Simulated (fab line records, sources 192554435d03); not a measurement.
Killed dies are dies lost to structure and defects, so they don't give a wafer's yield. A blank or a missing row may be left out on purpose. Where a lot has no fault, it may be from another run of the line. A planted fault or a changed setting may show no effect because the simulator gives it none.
Chamber matching -- flow n5Finfet -- 4 sister chambers for N5_HKMG_FIN_STRIP_34 on rieDiel-02
The step strips in CF4. 8 wafers are shown with their chamber, then 12 later ones without.

== WAFERS PAIRED WITH THEIR CHAMBERS ==
wafer,chamber,showerheadPlenumPTorr (Torr),throttleValvePct (%)
L078.5,3,1.811,13.44
L083.5,2,1.797,13.98
L083.6,1,1.800,13.43
L087.2,2,1.795,14.00
L087.6,0,1.730,13.53
L090.1,1,1.796,13.48
L090.2,3,1.804,13.53
L090.6,0,1.728,13.55

== WAFERS WITH NO CHAMBER GIVEN ==
wafer,showerheadPlenumPTorr (Torr),throttleValvePct (%)
L092.3,1.803,13.52
L092.4,1.728,13.55
L092.6,1.792,14.00
L093.1,1.794,13.46
L093.3,1.727,13.54
L093.4,1.791,14.02
L095.2,1.793,13.47
L095.5,1.726,13.55
L095.6,1.794,13.49
L096.1,1.725,13.55
L096.2,1.800,13.53
L096.3,1.793,13.49

== EACH ONE'S CHAMBER ==
wafer,from the rows above,in truth
L092.3,can't be placed: 3 or 1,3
L092.4,0,0
L092.6,2,2
L093.1,1,1
L093.3,0,0
L093.4,2,2
L095.2,1,1
L095.5,0,0
L095.6,1,1
L096.1,0,0
L096.2,can't be placed: 1 or 3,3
L096.3,1,1
Correct placement for 10 of the 12. Cannot be placed on the basis of these rows: 2; the candidates contain the true chamber in 2. 0 placed wrongly.
How it was worked out, from the rows above alone: a wafer's distance from a chamber is the root of the sum, over the readings, of the square of ((its reading less the chamber's mean) divided by the reading's scatter). The wafer belongs to the nearest chamber; if the next one is less than 2 further off, it can't be placed. A chamber's mean is the mean of its shown wafers. How the scatter is found: for the shown wafers, subtract from each reading the mean of its chamber, square and add these, divide the total by (wafers less chambers), then take the root.
